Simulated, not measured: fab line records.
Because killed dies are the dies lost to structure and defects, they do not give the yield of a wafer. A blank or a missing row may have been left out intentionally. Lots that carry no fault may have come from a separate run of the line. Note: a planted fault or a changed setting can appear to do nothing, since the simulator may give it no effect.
Which tool was responsible? || flow nand_harc || Sampling: 15 lots, 45 wafers, 5 of 1302 route steps

## WHAT THE GAUGES SHOWED, per wafer
NHARC_P_M2_THK_MEAS_24: measures by xrf.
{"lot": "L396", "measured": "day 6 17:55", "on": "film_metro-01", "thk_nm (nm)": "142.8 141.5 143.8"}
{"lot": "L397", "measured": "day 7 06:01", "on": "film_metro-02", "thk_nm (nm)": "143.7 143.7 145.0"}
{"lot": "L399", "measured": "day 8 08:05", "on": "film_metro-02", "thk_nm (nm)": "143.3 144.3 145.5"}
{"lot": "L400", "measured": "day 8 13:12", "on": "film_metro-02", "thk_nm (nm)": "143.2 147.3 144.8"}
{"lot": "L401", "measured": "day 9 03:22", "on": "film_metro-01", "thk_nm (nm)": "142.9 141.2 144.1"}
{"lot": "L403", "measured": "day 9 21:13", "on": "film_metro-01", "thk_nm (nm)": "32.0 29.7 30.1"}
{"lot": "L404", "measured": "day 10 00:46", "on": "film_metro-02", "thk_nm (nm)": "31.9 30.6 28.2"}
{"lot": "L405", "measured": "day 10 20:40", "on": "film_metro-02", "thk_nm (nm)": "29.2 29.9 29.9"}
{"lot": "L411", "measured": "day 13 00:32", "on": "film_metro-01", "thk_nm (nm)": "143.1 143.7 140.1"}
{"lot": "L412", "measured": "day 13 19:12", "on": "film_metro-01", "thk_nm (nm)": "144.1 144.0 144.8"}
{"lot": "L413", "measured": "day 14 01:28", "on": "film_metro-01", "thk_nm (nm)": "142.7 144.0 145.1"}
{"lot": "L414", "measured": "day 14 13:22", "on": "film_metro-01", "thk_nm (nm)": "147.1 144.5 144.5"}
{"lot": "L416", "measured": "day 15 05:00", "on": "film_metro-01", "thk_nm (nm)": "145.2 144.9 145.4"}
{"lot": "L415", "measured": "day 15 05:59", "on": "film_metro-02", "thk_nm (nm)": "149.0 146.3 149.3"}
{"lot": "L418", "measured": "day 16 02:34", "on": "film_metro-02", "thk_nm (nm)": "145.0 145.2 143.9"}

NHARC_P_M2_INSPECT_27.
{"lot": "L396", "measured": "day 6 18:04", "on": "defect_inspect-01", "raw_defect_count": "312 234 505"}
{"lot": "L397", "measured": "day 7 06:11", "on": "defect_inspect-02", "raw_defect_count": "359 241 266"}
{"lot": "L399", "measured": "day 8 08:14", "on": "defect_inspect-01", "raw_defect_count": "353 323 500"}
{"lot": "L400", "measured": "day 8 13:22", "on": "defect_inspect-01", "raw_defect_count": "145 197 287"}
{"lot": "L401", "measured": "day 9 03:31", "on": "defect_inspect-02", "raw_defect_count": "212 442 373"}
{"lot": "L403", "measured": "day 9 21:23", "on": "defect_inspect-01", "raw_defect_count": "285 358 367"}
{"lot": "L404", "measured": "day 10 00:55", "on": "defect_inspect-02", "raw_defect_count": "462 288 306"}
{"lot": "L405", "measured": "day 10 20:49", "on": "defect_inspect-02", "raw_defect_count": "300 236 262"}
{"lot": "L411", "measured": "day 13 00:43", "on": "defect_inspect-01", "raw_defect_count": "339 150 269"}
{"lot": "L412", "measured": "day 13 19:22", "on": "defect_inspect-01", "raw_defect_count": "410 327 326"}
{"lot": "L413", "measured": "day 14 01:37", "on": "defect_inspect-02", "raw_defect_count": "322 227 544"}
{"lot": "L414", "measured": "day 14 13:31", "on": "defect_inspect-02", "raw_defect_count": "205 259 296"}
{"lot": "L416", "measured": "day 15 05:11", "on": "defect_inspect-02", "raw_defect_count": "217 186 337"}
{"lot": "L415", "measured": "day 15 06:10", "on": "defect_inspect-02", "raw_defect_count": "118 210 219"}
{"lot": "L418", "measured": "day 16 02:44", "on": "defect_inspect-01", "raw_defect_count": "305 377 215"}

## WHAT TOOL EACH LOT RAN ON (gives the tool, then ch and the chambers of the sampled wafers, and finally the start)
{"lot": "L396", "NHARC_P_M2_ETCH_15": "rie_diel-12 ch 1,2,3, day 6 16:53 or earlier", "NHARC_P_M2_ECD_22": "ecd_cu-01 ch 0,1, day 6 16:53", "NHARC_P_M2_CMP_23": "cmp-01 ch 0,2,3, day 6 17:36"}
{"lot": "L397", "NHARC_P_M2_ETCH_15": "rie_diel-12 ch 0,1,2, day 7 05:03 or earlier", "NHARC_P_M2_ECD_22": "ecd_cu-01 ch 0,1, day 7 05:03", "NHARC_P_M2_CMP_23": "cmp-01 ch 2,3, day 7 05:43"}
{"lot": "L399", "NHARC_P_M2_ETCH_15": "rie_diel-10 ch 0,1,2, day 8 07:07 or earlier", "NHARC_P_M2_ECD_22": "ecd_cu-01 ch 0,1, day 8 07:07", "NHARC_P_M2_CMP_23": "cmp-01 ch 0,2, day 8 07:47"}
{"lot": "L400", "NHARC_P_M2_ETCH_15": "rie_diel-12 ch 0,3, day 8 12:08 or earlier", "NHARC_P_M2_ECD_22": "ecd_cu-02 ch 1, day 8 12:08", "NHARC_P_M2_CMP_23": "cmp-02 ch 0,1, day 8 12:53"}
{"lot": "L401", "NHARC_P_M2_ETCH_15": "rie_diel-12 ch 1,2,3, day 9 02:23 or earlier", "NHARC_P_M2_ECD_22": "ecd_cu-02 ch 0,1, day 9 02:23", "NHARC_P_M2_CMP_23": "cmp-04 ch 2,3, day 9 03:03"}
{"lot": "L403", "NHARC_P_M2_ETCH_15": "rie_diel-12 ch 0,1,2, day 9 20:08 or earlier", "NHARC_P_M2_ECD_22": "ecd_cu-02 ch 0,1, day 9 20:08", "NHARC_P_M2_CMP_23": "cmp-01 ch 0,2, day 9 20:56"}
{"lot": "L404", "NHARC_P_M2_ETCH_15": "rie_diel-10 ch 1,2,3, day 9 23:44 or earlier", "NHARC_P_M2_ECD_22": "ecd_cu-02 ch 1, day 9 23:44", "NHARC_P_M2_CMP_23": "cmp-02 ch 0,2, day 10 00:27"}
{"lot": "L405", "NHARC_P_M2_ETCH_15": "rie_diel-09 ch 0,3, day 10 19:44 or earlier", "NHARC_P_M2_ECD_22": "ecd_cu-02 ch 0,1, day 10 19:44", "NHARC_P_M2_CMP_23": "cmp-01 ch 0,1,2, day 10 20:25"}
{"lot": "L411", "NHARC_P_M2_ETCH_15": "rie_diel-09 ch 0,3, day 12 23:33 or earlier", "NHARC_P_M2_ECD_22": "ecd_cu-02 ch 0,1, day 12 23:33", "NHARC_P_M2_CMP_23": "cmp-01 ch 0,2,3, day 13 00:14"}
{"lot": "L412", "NHARC_P_M2_ETCH_15": "rie_diel-09 ch 1,3, day 13 18:13 or earlier", "NHARC_P_M2_ECD_22": "ecd_cu-02 ch 1, day 13 18:13", "NHARC_P_M2_CMP_23": "cmp-02 ch 1,2, day 13 18:53"}
{"lot": "L413", "NHARC_P_M2_ETCH_15": "rie_diel-10 ch 1,2,3, day 14 00:26 or earlier", "NHARC_P_M2_ECD_22": "ecd_cu-02 ch 0,1, day 14 00:26", "NHARC_P_M2_CMP_23": "cmp-01 ch 1,3, day 14 01:09"}
{"lot": "L414", "NHARC_P_M2_ETCH_15": "rie_diel-12 ch 0,1, day 14 12:22 or earlier", "NHARC_P_M2_ECD_22": "ecd_cu-01 ch 0, day 14 12:22", "NHARC_P_M2_CMP_23": "cmp-01 ch 0,1,3, day 14 13:07"}
{"lot": "L416", "NHARC_P_M2_ETCH_15": "rie_diel-10 ch 0,1, day 15 04:01 or earlier", "NHARC_P_M2_ECD_22": "ecd_cu-02 ch 0,1, day 15 04:01", "NHARC_P_M2_CMP_23": "cmp-04 ch 1,3, day 15 04:41"}
{"lot": "L415", "NHARC_P_M2_ETCH_15": "rie_diel-10 ch 0,2,3, day 15 04:57 or earlier", "NHARC_P_M2_ECD_22": "ecd_cu-02 ch 0,1, day 15 04:57", "NHARC_P_M2_CMP_23": "cmp-01 ch 0,1,3, day 15 05:42"}
{"lot": "L418", "NHARC_P_M2_ETCH_15": "rie_diel-12 ch 0,1, day 16 01:38 or earlier", "NHARC_P_M2_ECD_22": "ecd_cu-02 ch 0,1, day 16 01:38", "NHARC_P_M2_CMP_23": "cmp-02 ch 0,1,2, day 16 02:16"}
- NHARC_P_M2_ETCH_15: etches the open film in C4F8/Ar, target depth 182.5 nm, time 91.2 s.
- NHARC_P_M2_ECD_22: material Cu, target thk 400 nm.
- NHARC_P_M2_CMP_23: polishes, t overpolish 20 s, target thk 144.3 nm.

## AS READ BY THE TOOLS THEMSELVES (means over the sampled wafers that have a number; for cases with no such wafer, the mark the record gives instead)
NHARC_P_M2_ETCH_15.
{"lot": "L396", "tool": "rie_diel-12", "oes_product_au (a.u.)": 0.967, "rf_fwd_power_W (W)": 597.0, "rf_vpp_V (V)": 442.4}
{"lot": "L397", "tool": "rie_diel-12", "oes_product_au (a.u.)": 0.973, "rf_fwd_power_W (W)": 597.1, "rf_vpp_V (V)": 440.4}
{"lot": "L399", "tool": "rie_diel-10", "oes_product_au (a.u.)": 0.916, "rf_fwd_power_W (W)": 596.6, "rf_vpp_V (V)": 441.2}
{"lot": "L400", "tool": "rie_diel-12", "oes_product_au (a.u.)": 0.967, "rf_fwd_power_W (W)": 595.6, "rf_vpp_V (V)": 442.1}
{"lot": "L401", "tool": "rie_diel-12", "oes_product_au (a.u.)": 0.960, "rf_fwd_power_W (W)": 598.2, "rf_vpp_V (V)": 441.8}
{"lot": "L403", "tool": "rie_diel-12", "oes_product_au (a.u.)": 0.974, "rf_fwd_power_W (W)": 595.7, "rf_vpp_V (V)": 440.2}
{"lot": "L404", "tool": "rie_diel-10", "oes_product_au (a.u.)": 0.922, "rf_fwd_power_W (W)": 595.9, "rf_vpp_V (V)": 442.1}
{"lot": "L405", "tool": "rie_diel-09", "oes_product_au (a.u.)": 0.927, "rf_fwd_power_W (W)": 597.9, "rf_vpp_V (V)": 442.2}
{"lot": "L411", "tool": "rie_diel-09", "oes_product_au (a.u.)": 0.956, "rf_fwd_power_W (W)": 596.0, "rf_vpp_V (V)": 444.0}
{"lot": "L412", "tool": "rie_diel-09", "oes_product_au (a.u.)": 0.946, "rf_fwd_power_W (W)": 596.9, "rf_vpp_V (V)": 443.6}
{"lot": "L413", "tool": "rie_diel-10", "oes_product_au (a.u.)": 0.928, "rf_fwd_power_W (W)": 595.4, "rf_vpp_V (V)": 442.7}
{"lot": "L414", "tool": "rie_diel-12", "oes_product_au (a.u.)": 0.979, "rf_fwd_power_W (W)": 598.0, "rf_vpp_V (V)": 440.1}
{"lot": "L416", "tool": "rie_diel-10", "oes_product_au (a.u.)": 0.919, "rf_fwd_power_W (W)": 594.9, "rf_vpp_V (V)": 442.6}
{"lot": "L415", "tool": "rie_diel-10", "oes_product_au (a.u.)": 0.920, "rf_fwd_power_W (W)": 596.0, "rf_vpp_V (V)": 442.5}
{"lot": "L418", "tool": "rie_diel-12", "oes_product_au (a.u.)": 0.956, "rf_fwd_power_W (W)": 597.0, "rf_vpp_V (V)": 443.4}

NHARC_P_M2_ECD_22.
{"lot": "L396", "tool": "ecd_cu-01", "bath_heat_duty_pct (%)": 6.6, "bath_temp_c (C)": 25.08}
{"lot": "L397", "tool": "ecd_cu-01", "bath_heat_duty_pct (%)": 6.1, "bath_temp_c (C)": 24.79}
{"lot": "L399", "tool": "ecd_cu-01", "bath_heat_duty_pct (%)": 6.3, "bath_temp_c (C)": 24.98}
{"lot": "L400", "tool": "ecd_cu-02", "bath_heat_duty_pct (%)": 5.4, "bath_temp_c (C)": 24.94}
{"lot": "L401", "tool": "ecd_cu-02", "bath_heat_duty_pct (%)": 6.3, "bath_temp_c (C)": 24.97}
{"lot": "L403", "tool": "ecd_cu-02", "bath_heat_duty_pct (%)": "-", "bath_temp_c (C)": "-"}
{"lot": "L404", "tool": "ecd_cu-02", "bath_heat_duty_pct (%)": "-", "bath_temp_c (C)": "-"}
{"lot": "L405", "tool": "ecd_cu-02", "bath_heat_duty_pct (%)": "-", "bath_temp_c (C)": "-"}
{"lot": "L411", "tool": "ecd_cu-02", "bath_heat_duty_pct (%)": 5.7, "bath_temp_c (C)": 25.04}
{"lot": "L412", "tool": "ecd_cu-02", "bath_heat_duty_pct (%)": 5.2, "bath_temp_c (C)": 25.00}
{"lot": "L413", "tool": "ecd_cu-02", "bath_heat_duty_pct (%)": 6.1, "bath_temp_c (C)": 25.00}
{"lot": "L414", "tool": "ecd_cu-01", "bath_heat_duty_pct (%)": 6.0, "bath_temp_c (C)": 24.94}
{"lot": "L416", "tool": "ecd_cu-02", "bath_heat_duty_pct (%)": 5.9, "bath_temp_c (C)": 24.97}
{"lot": "L415", "tool": "ecd_cu-02", "bath_heat_duty_pct (%)": 5.5, "bath_temp_c (C)": 24.92}
{"lot": "L418", "tool": "ecd_cu-02", "bath_heat_duty_pct (%)": 5.5, "bath_temp_c (C)": 25.15}

NHARC_P_M2_CMP_23.
{"lot": "L396", "tool": "cmp-01", "edge_zone_pressure_frac": 1.004, "motor_current_A (A)": 12.1, "time_to_endpoint_s (s)": 30.1}
{"lot": "L397", "tool": "cmp-01", "edge_zone_pressure_frac": 0.998, "motor_current_A (A)": 11.2, "time_to_endpoint_s (s)": 28.9}
{"lot": "L399", "tool": "cmp-01", "edge_zone_pressure_frac": 0.997, "motor_current_A (A)": 13.7, "time_to_endpoint_s (s)": 28.0}
{"lot": "L400", "tool": "cmp-02", "edge_zone_pressure_frac": 0.993, "motor_current_A (A)": 10.0, "time_to_endpoint_s (s)": 28.2}
{"lot": "L401", "tool": "cmp-04", "edge_zone_pressure_frac": 1.004, "motor_current_A (A)": 11.6, "time_to_endpoint_s (s)": 27.1}
{"lot": "L403", "tool": "cmp-01", "edge_zone_pressure_frac": 0.996, "motor_current_A (A)": 13.7, "time_to_endpoint_s (s)": 3.4}
{"lot": "L404", "tool": "cmp-02", "edge_zone_pressure_frac": 1.002, "motor_current_A (A)": 12.0, "time_to_endpoint_s (s)": 3.7}
{"lot": "L405", "tool": "cmp-01", "edge_zone_pressure_frac": 0.997, "motor_current_A (A)": 13.3, "time_to_endpoint_s (s)": 1.7}
{"lot": "L411", "tool": "cmp-01", "edge_zone_pressure_frac": 1.002, "motor_current_A (A)": 12.6, "time_to_endpoint_s (s)": 26.2}
{"lot": "L412", "tool": "cmp-02", "edge_zone_pressure_frac": 0.995, "motor_current_A (A)": 13.0, "time_to_endpoint_s (s)": 32.1}
{"lot": "L413", "tool": "cmp-01", "edge_zone_pressure_frac": 1.001, "motor_current_A (A)": 13.3, "time_to_endpoint_s (s)": 29.3}
{"lot": "L414", "tool": "cmp-01", "edge_zone_pressure_frac": 0.996, "motor_current_A (A)": 13.4, "time_to_endpoint_s (s)": 30.6}
{"lot": "L416", "tool": "cmp-04", "edge_zone_pressure_frac": 1.006, "motor_current_A (A)": 14.0, "time_to_endpoint_s (s)": 27.9}
{"lot": "L415", "tool": "cmp-01", "edge_zone_pressure_frac": 1.000, "motor_current_A (A)": 13.4, "time_to_endpoint_s (s)": 31.6}
{"lot": "L418", "tool": "cmp-02", "edge_zone_pressure_frac": 1.004, "motor_current_A (A)": 11.5, "time_to_endpoint_s (s)": 30.7}

## THE ANSWER, worked out from the rows above alone
Rule: the usual values come from the lots themselves. Put in order of their means at a reading, lots are off if they are a third of the lots or fewer, leave a main group of 4 or more, and stand apart from it by a gap of 3 or more times the standard deviation of the main group's means; of several such gaps the widest counts. A main group is skipped when, at the precision printed for the reading in the tables above, its means are all equal. A lot without any number at a reading at which 4 lots or more have one is off too. Where the step has rows for the other lots, those lots are counted as sound. The gauges are gone through in route order, then the tools' own readings, and for those a lot's mean is taken as printed above. The first step at which some lot is off is used, and at that step the reading that is off furthest; a lot without a number counts as furthest.
Off at NHARC_P_M2_THK_MEAS_24 (thk_nm): L403, L404, L405. The main group has a mean of 144.4 nm with a standard deviation of 1.5.
If a tool, at a process step before that reading, ran all the lots that are off and no sound lot after the first of them, it fits. Not tried: the gauges at NHARC_P_M2_THK_MEAS_24; whatever is off there is also off at NHARC_P_M2_ECD_22, on other tools, and gauge error can't account for it. NHARC_P_M2_ETCH_15: start missing for some lots; hours and lot order therefore follow NHARC_P_M2_ECD_22. Of those tried, none fits.

## WHAT THE SIMULATOR HAD PUT IN
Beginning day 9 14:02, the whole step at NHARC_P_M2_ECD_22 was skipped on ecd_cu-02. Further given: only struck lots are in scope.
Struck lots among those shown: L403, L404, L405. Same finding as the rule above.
